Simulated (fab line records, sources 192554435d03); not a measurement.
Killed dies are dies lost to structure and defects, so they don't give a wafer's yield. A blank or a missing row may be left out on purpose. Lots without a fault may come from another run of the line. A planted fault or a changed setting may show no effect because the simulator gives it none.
fab line records | flow n5_finfet
record lots=5 wafers=15 last_day=17
route steps=1938 shown BEOL_M4@1051
lots that met no fault: from a run of the same line without faults
start_h: hours from the record's first day to the start of the lot's first wafer shown | wait_h: hours since the lot's step before | " the same as in the row above | L1.1+2: a row that stands for several wafers | - no value, or no start given | * or withheld: withheld | < > ~ a bound
route shown NAME@n: a module of which the file shows steps, and the number in the route of the first | usual: mean/standard deviation of fault-free wafers | same: alike in all rows | chamber/n: place in a boat | sites: the reading at each site | _std_site: their standard deviation | _edge_site: outer sites' mean less inner sites' | radius_mm: how far each site lies from the wafer's centre | mask NAME#n: copy n | behind: the tool/chamber that last shaped the wafer | hold: why the lot was held/for how many hours/how that ended | device: the transistor (n, p or np) that didn't switch | end of line: the same wafers' tests at the end of the route | a step without rows: its recipe alone | killed: dies lost to structure and defects at the first sort, not the wafer's yield | map: a wafer's dies, x killed, . not, _ none there
set.NAME: the setting as run; set.NAME@STEP: as run at that earlier step | model.NAME: the simulator's own value behind a step, which no gauge read
lots at some steps of the route; a table a step, a row a wafer
services: from which hour (start_h, from the record's first day; less than 0 if before it) a tool's chamber was out of use, for how many hours, and why
## steps
# step N5_BEOL_M4_EBR_24
# recipe solvent=PGMEA ebr_width_mm=1.5
# step N5_BEOL_M4_SOFTBAKE_23
# recipe temp_c=110 time_s=60 resist=CAR-EUV
# step N5_BEOL_M4_EXPOSE_25
# recipe mask_id=V3 na=0.33 source_shape=quasar sigma_inner=0.2 sigma_outer=0.8 polarization=unpolarized defocus_nm=5 dose_mj=63
# step N5_BEOL_M4_PEB_26
# recipe peb_temp_c=100 peb_time_s=60 resist=CAR-EUV
# step N5_BEOL_M4_DEVELOP_27
# recipe develop_time_s=30 developer=TMAH resist=CAR-EUV rinse_liquid=surfactant_rinse dry=air_spin dev_temp_c=23
# step N5_BEOL_M4_CD_MEAS_28
# recipe target_cd_nm=26.2 landing_energy_ev=500 detector=se_inlens target_cd_y_nm=24.1 polarity=opening
# usual cd_nm=26.20/0.24
# columns lot.wafer tool chamber start_h wait_h cd_nm
L700.1 cd_sem-03 0 186.21 - 26.16
L700.3 " 0 " " 26.48
L700.4 " 0 " " 26.10
L702.1 cd_sem-01 0 205.80 - 25.94
L702.5 " 0 " " 26.33
L702.6 " 0 " " 25.97
L705.2 cd_sem-03 0 243.60 - 26.33
L705.5 " 0 " " 25.76
L705.6 " 0 " " 26.38
L718.1 cd_sem-03 0 285.20 - 26.32
L718.2 " 0 " " 26.21
L718.4 " 0 " " 26.37
L717.2 cd_sem-01 0 298.26 - 26.24
L717.3 " 0 " " 25.65
L717.4 " 0 " " 25.99
# step N5_BEOL_M4_OVL_MEAS_29
# recipe points_per_wafer=522
# usual V3_OVL=-0.2/0.71
# same points_per_wafer=522
# columns lot.wafer tool chamber start_h wait_h V3_OVL[nm]
L700.1 overlay-02 0 186.24 0.0 -0.3
L700.3 " 0 " " -0.6
L700.4 " 0 " " -0.5
L702.1 overlay-01 0 205.83 0.0 -0.3
L702.5 " 0 " " 0.0
L702.6 " 0 " " -0.9
L705.2 overlay-02 0 243.64 0.0 -0.8
L705.5 " 0 " " 0.7
L705.6 " 0 " " -0.8
L718.1 overlay-01 0 285.23 0.0 0.4
L718.2 " 0 " " 0.1
L718.4 " 0 " " 0.2
L717.2 overlay-02 0 298.29 0.0 -0.7
L717.3 " 0 " " 0.2
L717.4 " 0 " " -1.0
# step N5_BEOL_M4_INSPECT_30
# recipe mode=adi inspect_instrument=brightfield
# usual raw_defect_count=455/98
# columns lot.wafer tool chamber start_h wait_h raw_defect_count
L700.1 defect_inspect-02 - 186.30 0.1 683
L700.3 " - " " 522
L700.4 " - " " 708
L702.1 defect_inspect-01 - 205.89 0.1 362
L702.5 " - " " 334
L702.6 " - " " 369
L705.2 defect_inspect-01 - 243.69 0.0 637
L705.5 " - " " 567
L705.6 " - " " 388
L718.1 defect_inspect-01 - 285.29 0.1 389
L718.2 " - " " 352
L718.4 " - " " 490
L717.2 defect_inspect-02 - 298.35 0.0 334
L717.3 " - " " 427
L717.4 " - " " 488
# step N5_BEOL_M4_DESCUM_33
# recipe chemistry=O2 time_s=7 source_power_w=50 bias_power_w=20 pressure_mtorr=20 rf_frequency_hz=2.712e+07 temp_c=40 resist=CAR-EUV o2_flow_sccm=225
# usual drypump_motor_current_A=5.7/0.41 oes_product_au=0.82/0.098 rf_vpp_V=243.0/1.4 showerhead_plenum_p_Torr=2.08/0.071 throttle_valve_pct=20.40/0.25
# columns lot.wafer tool chamber start_h wait_h drypump_motor_current_A oes_product_au rf_hours_counter_h rf_vpp_V showerhead_plenum_p_Torr throttle_valve_pct
L700.1 rie_diel-03 3 186.33 0.0 6.6 0.82 75 245.5 2.20 20.22
L700.3 " 2 " " 5.7 0.92 14 245.7 2.22 20.35
L700.4 " 3 " " 6.6 0.81 - 244.7 2.20 20.22
L702.1 rie_diel-06 2 205.94 0.1 5.3 0.97 6 242.6 2.15 20.31
L702.5 " 3 " " 5.5 0.88 - 240.8 2.03 20.49
L702.6 " 1 " " 5.5 0.91 - 242.9 2.03 19.87
L705.2 rie_diel-01 3 243.96 0.3 5.5 0.71 217 243.0 2.08 20.56
L705.5 " 2 " " 5.8 0.67 - 243.4 2.07 20.63
L705.6 " 3 " " 5.5 0.71 - 241.9 2.08 20.56
L718.1 rie_diel-06 2 285.49 0.2 5.4 0.91 31 245.6 2.14 20.33
L718.2 " 3 " " 5.6 0.84 61 242.8 2.02 20.53
L718.4 " 1 " " 5.5 0.86 50 241.7 2.02 19.93
L717.2 rie_diel-03 1 298.38 0.0 5.7 0.93 28 243.8 2.13 20.40
L717.3 " 2 " " 5.8 0.87 54 245.5 2.21 20.42
L717.4 " 0 " " 5.3 0.71 224 242.7 2.00 20.63
# step N5_BEOL_M4_ETCH_77
# recipe chemistry=N2/H2 target=underlayer target_depth_a=65 mask_material=CAR-EUV time_s=5.2 ion_energy_ev=200 pressure_mtorr=30 source_w=840 bias_w=150 n2_flow_sccm=200 h2_flow_sccm=200 ends=cleared
# usual drypump_motor_current_A=5.7/0.42 etch_rf_on_time_s=5.22/0.12 oes_product_au=0.69/0.085 rf_vpp_V=524/3 showerhead_plenum_p_Torr=2.53/0.089 throttle_valve_pct=17.86/0.22
# columns lot.wafer tool chamber start_h wait_h drypump_motor_current_A etch_rf_on_time_s oes_product_au rf_hours_counter_h rf_vpp_V showerhead_plenum_p_Torr throttle_valve_pct
L700.1 rie_diel-03 3 186.37 0.0 6.6 5.48 0.69 75 527 2.67 17.49
L700.3 " 2 " " 5.7 5.28 0.78 14 528 2.70 17.85
L700.4 " 3 " " 6.6 5.46 0.69 - 529 2.67 17.49
L702.1 rie_diel-06 2 205.98 0.0 5.3 5.14 0.81 6 527 2.60 17.65
L702.5 " 3 " " 5.5 5.21 0.74 - 523 2.48 18.06
L702.6 " 1 " " 5.5 5.13 0.77 - 522 2.50 17.50
L705.2 rie_diel-01 3 244.00 0.0 5.5 5.26 0.60 217 523 2.50 17.83
L705.5 " 2 " " 5.9 5.37 0.58 - 523 2.52 18.04
L705.6 " 3 " " 5.5 5.20 0.61 - 523 2.50 17.83
L718.1 rie_diel-06 2 285.52 0.0 5.3 5.25 0.75 31 527 2.59 17.71
L718.2 " 3 " " 5.6 5.18 0.72 61 522 2.47 18.11
L718.4 " 1 " " 5.4 5.21 0.72 50 522 2.49 17.54
L717.2 rie_diel-03 1 298.41 0.0 5.7 5.04 0.80 28 525 2.62 18.05
L717.3 " 2 " " 5.7 5.17 0.74 54 529 2.69 17.88
L717.4 " 0 " " 5.4 5.29 0.58 224 519 2.40 17.95
# step N5_BEOL_M4_ETCH_69
# recipe chemistry=CF4 target=SiARC target_depth_a=156 mask_material=CAR-EUV time_s=26 ion_energy_ev=80 pressure_mtorr=40 source_w=545 bias_w=36 Ar_flow_sccm=100 cf4_flow_sccm=100 ends=cleared
# usual drypump_motor_current_A=5.7/0.42 etch_rf_on_time_s=26.2/0.59 oes_product_au=0.70/0.085 rf_vpp_V=184.0/1.3 showerhead_plenum_p_Torr=2.13/0.072 throttle_valve_pct=15.58/0.24
# columns lot.wafer tool chamber start_h wait_h drypump_motor_current_A etch_rf_on_time_s oes_product_au rf_hours_counter_h rf_vpp_V showerhead_plenum_p_Torr throttle_valve_pct
L700.1 rie_diel-03 3 186.38 0.0 6.6 26.9 0.70 75 186.0 2.24 15.36
L700.3 " 2 " " 5.7 26.3 0.79 14 183.8 2.28 15.59
L700.4 " 3 " " 6.6 27.4 0.70 - 184.8 2.24 15.38
L702.1 rie_diel-06 2 206.00 0.0 5.3 25.8 0.81 6 184.1 2.18 15.29
L702.5 " 3 " " 5.5 25.8 0.76 - 182.9 2.10 15.74
L702.6 " 1 " " 5.5 25.9 0.77 - 183.0 2.08 15.10
L705.2 rie_diel-01 3 244.02 0.0 5.5 26.4 0.60 217 184.3 2.10 15.60
L705.5 " 2 " " 5.8 26.9 0.58 - 183.3 2.12 15.82
L705.6 " 3 " " 5.5 26.2 0.61 - 184.7 2.10 15.61
L718.1 rie_diel-06 2 285.54 0.0 5.3 26.1 0.76 31 183.9 2.17 15.32
L718.2 " 3 " " 5.5 25.8 0.72 61 183.2 2.09 15.80
L718.4 " 1 " " 5.4 26.1 0.73 50 182.3 2.07 15.16
L717.2 rie_diel-03 1 298.43 0.0 5.7 25.2 0.79 28 185.7 2.19 15.62
L717.3 " 2 " " 5.7 26.0 0.73 54 184.5 2.27 15.68
L717.4 " 0 " " 5.3 26.9 0.59 224 184.2 2.04 15.78
# step N5_BEOL_M4_ALD_98
# recipe material=SiO2 target_thk_a=25 temp_c=100 ald_precursor_family=BDEAS ald_co_reactant=O2-plasma pulse_time_s=1 co_reactant_pulse_time_s=1 purge_time_s=2 co_reactant_purge_time_s=2 ald_cycles=17 pressure_torr=2
# usual heater_power_w=83/6.4 precursor_pulse_height_rel=1.000/0.021
# same pulse_time_s=1
# columns lot.wafer tool chamber start_h wait_h heater_power_w precursor_pulse_height_rel
L700.1 ald_sin-01 2 187.12 0.7 82 0.996
L700.3 " 1 " " 75 1.030
L700.4 " 3 " " 79 0.969
L702.1 ald_sin-01 3 206.81 0.8 78 0.950
L702.5 " 1 " " 72 0.981
L702.6 " 0 " " 87 1.000
L705.2 ald_sin-02 3 244.10 0.1 89 1.008
L705.5 " 2 " " 84 0.988
L705.6 " 1 " " 78 1.029
L718.1 ald_sin-01 2 285.77 0.2 84 0.975
L718.2 " 3 " " 78 1.001
L718.4 " 0 " " 88 0.985
L717.2 ald_sin-04 2 298.76 0.3 80 1.050
L717.3 " 1 " " 82 0.992
L717.4 " 0 " " 87 1.027
# step N5_BEOL_M4_ETCHBACK_99
# recipe chemistry=CHF3 target=SiO2 target_depth_a=50 time_s=10.4 source_w=215 bias_w=47 Ar_flow_sccm=200 CHF3_flow_sccm=12 ion_energy_ev=100 pressure_mtorr=30
# usual drypump_motor_current_A=5.6/0.36 oes_ar_750_au=0.78/0.091 oes_product_au=0.79/0.095 rf_vpp_V=241/3.6 showerhead_plenum_p_Torr=2.14/0.077 throttle_valve_pct=17.13/0.25
# columns lot.wafer tool chamber start_h wait_h drypump_motor_current_A oes_ar_750_au oes_product_au rf_hours_counter_h rf_vpp_V showerhead_plenum_p_Torr throttle_valve_pct model.CAR-EUV_of_BEOL_M4_COAT_22.thk_nm
L700.1 rie_diel-01 1 204.05 16.9 5.3 0.71 0.71 224 240 2.04 17.60 10.4
L700.3 " 3 " " 5.5 0.71 0.73 202 242 2.12 17.06 10.4
L700.4 " 0 " " 5.5 0.71 0.73 185 241 2.23 17.14 10.4
L702.1 rie_diel-06 1 210.48 3.6 5.5 0.90 0.90 23 236 2.09 16.56 10.4
L702.5 " 2 " " 5.3 0.93 0.94 - 248 2.19 16.74 10.6
L702.6 " 1 " " 5.5 0.90 0.90 - 236 2.09 16.54 10.4
L705.2 rie_diel-06 1 250.49 6.3 5.5 0.87 0.65 38 237 2.08 16.57 10.8
L705.5 " 0 " " 6.5 0.74 0.75 - 245 2.06 17.11 10.2
L705.6 " 3 " " 5.5 0.85 0.87 - 240 2.11 17.29 10.4
L717.2 rie_diel-01 1 299.50 0.7 5.3 1.00 1.00 1 242 2.30 17.21 10.4
L717.3 " 3 " " 5.5 0.69 0.70 240 241 2.11 17.15 10.4
L717.4 " 1 " " 5.3 1.00 1.01 - 243 2.30 17.21 10.4
L718.1 rie_diel-01 0 306.74 20.9 5.5 0.69 0.69 226 243 2.22 17.21 10.4
L718.2 " 1 " " 5.3 0.98 0.98 5 242 2.30 17.21 10.4
L718.4 " 1 " " 5.3 0.97 0.98 - 243 2.30 17.21 10.4
# step N5_BEOL_M4_ETCH_70
# recipe chemistry=N2/H2 target=SOC target_depth_a=800 overetch_a=240 mask_material=SiARC temp_c=40 time_s=130 ion_energy_ev=200 pressure_mtorr=30 source_w=840 bias_w=150 n2_flow_sccm=200 h2_flow_sccm=200
# usual drypump_motor_current_A=5.6/0.36 oes_product_au=0.58/0.066 rf_vpp_V=523.5/2.6 showerhead_plenum_p_Torr=2.53/0.09 throttle_valve_pct=17.89/0.24
# columns lot.wafer tool chamber start_h wait_h drypump_motor_current_A oes_product_au rf_hours_counter_h rf_vpp_V showerhead_plenum_p_Torr throttle_valve_pct
L700.1 rie_diel-01 1 204.09 0.0 5.3 0.52 224 520.1 2.41 18.36
L700.3 " 3 " " 5.5 0.53 202 523.5 2.51 17.78
L700.4 " 0 " " 5.5 0.54 185 525.7 2.64 17.97
L702.1 rie_diel-06 1 210.51 0.0 5.5 0.66 23 522.8 2.50 17.47
L702.5 " 2 " " 5.4 0.69 - 523.0 2.60 17.60
L702.6 " 1 " " 5.5 0.66 - 523.9 2.50 17.45
L705.2 rie_diel-06 1 250.53 0.0 5.5 0.65 38 521.8 2.49 17.49
L705.5 " 0 " " 6.5 0.55 - 521.0 2.44 17.81
L705.6 " 3 " " 5.5 0.62 - 522.3 2.48 18.04
L717.2 rie_diel-01 1 299.53 0.0 5.4 0.73 1 528.1 2.72 17.98
L717.3 " 3 " " 5.5 0.51 240 521.9 2.49 17.84
L717.4 " 1 " " 5.3 0.73 - 529.1 2.72 17.98
L718.1 rie_diel-01 0 306.78 0.0 5.5 0.52 226 527.7 2.62 18.03
L718.2 " 1 " " 5.4 0.71 5 527.6 2.71 18.00
L718.4 " 1 " " 5.4 0.72 - 527.3 2.72 17.99
# step N5_BEOL_M4_RC_MEAS_101
# usual DIBL_N=36.4/1.6 DIBL_P=36.2/1.8 IOFF_N=0.159/0.029 IOFF_P=0.21/0.034 ION_N=670/12 ION_P=459/8.2 SS_N=71.5/0.59 SS_P=73.2/0.54 VT_N=250/3.3 VT_P=-250/3.7
# columns lot.wafer tool chamber start_h wait_h DIBL_N[mV/V] DIBL_P[mV/V] IOFF_N[nA/um] IOFF_P[nA/um] ION_N[uA/um] ION_P[uA/um] SS_N[mV/dec] SS_P[mV/dec] VT_N[mV] VT_P[mV]
L700.1 prober-02 0 208.98 0.0 39.1 38.0 0.234 0.29 694 471 72.2 73.9 244 -245
L700.3 " 0 " " 38.6 36.9 0.235 0.27 696 471 71.9 73.0 241 -244
L700.4 " 0 " " 37.9 36.4 0.209 0.25 691 466 72.2 73.7 244 -244
L702.1 prober-02 0 217.70 0.0 36.9 38.3 0.168 0.21 670 454 71.9 73.0 248 -253
L702.5 " 0 " " 35.8 37.0 0.154 0.19 668 457 71.7 73.5 250 -251
L702.6 " 0 " " 36.5 38.1 0.169 0.22 677 468 72.0 73.5 249 -250
L705.2 prober-01 0 256.75 0.2 36.7 37.9 0.171 0.21 669 454 72.5 73.3 248 -252
L705.5 " 0 " " 34.8 35.3 0.136 0.16 661 447 71.7 72.5 253 -255
L705.6 " 0 " " 36.0 37.3 0.160 0.19 670 452 71.4 72.8 249 -256
L717.2 prober-02 0 304.25 0.2 36.5 34.4 0.146 0.17 665 455 72.2 72.6 250 -253
L717.3 " 0 " " 37.5 36.1 0.160 0.21 666 459 72.0 73.2 249 -252
L717.4 " 0 " " 37.6 35.4 0.173 0.19 684 461 71.6 73.4 247 -250
L718.1 prober-02 0 310.94 0.0 37.1 37.5 0.159 0.17 675 452 71.4 72.2 250 -256
L718.2 " 0 " " 38.1 38.0 0.164 0.18 668 445 71.3 73.0 249 -256
L718.4 " 0 " " 37.7 37.7 0.155 0.17 675 447 72.1 72.6 251 -258
## services
# columns tool chamber start_h hours kind
ald_sin-04 3 162.91 8.3 repair
rie_diel-06 2 166.95 - clean
rie_diel-06 2 166.95 - consumable_replace:focus_ring
rie_diel-06 2 166.95 22.3 scheduled_down
rie_diel-06 2 166.95 22.3 vent_cycle
rie_diel-03 2 177.94 5.5 repair
rie_diel-06 0 200.50 16.6 repair
rie_diel-03 - 205.84 0.2 repair
rie_diel-03 2 220.89 7.3 repair
ald_sin-04 0 230.11 12.6 repair
rie_diel-06 2 254.76 7.2 repair
ald_sin-04 2 261.90 2.8 repair
ald_sin-01 - 268.35 14.0 pm
rie_diel-01 1 275.60 - clean
rie_diel-01 1 275.60 - consumable_replace:focus_ring
rie_diel-01 1 275.60 - consumable_replace:showerhead
rie_diel-01 1 275.60 19.0 scheduled_down
rie_diel-01 1 275.60 19.0 vent_cycle
ald_sin-01 2 295.74 6.8 repair
rie_diel-01 2 299.41 - clean
rie_diel-01 2 299.41 - consumable_replace:focus_ring
rie_diel-01 2 299.41 30.5 scheduled_down
rie_diel-01 2 299.41 30.5 vent_cycle
ald_sin-01 0 301.97 7.8 repair
## key
first_sign none at tools or gauges
model_effect step=N5_BEOL_M4_ETCHBACK_99 value=CAR-EUV_of_BEOL_M4_COAT_22.thk_nm without=10.4 struck=10.8
met_at N5_BEOL_M4_ETCHBACK_99
struck_wafers L705.2
onset_between 210.48 250.49
fault kind=process_parameter_drift tool=rie_diel-06 chamber=1 onset_h=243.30 steps=N5_BEOL_M4_ETCHBACK_99 channel=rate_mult offset=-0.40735 shape=step end_h=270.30
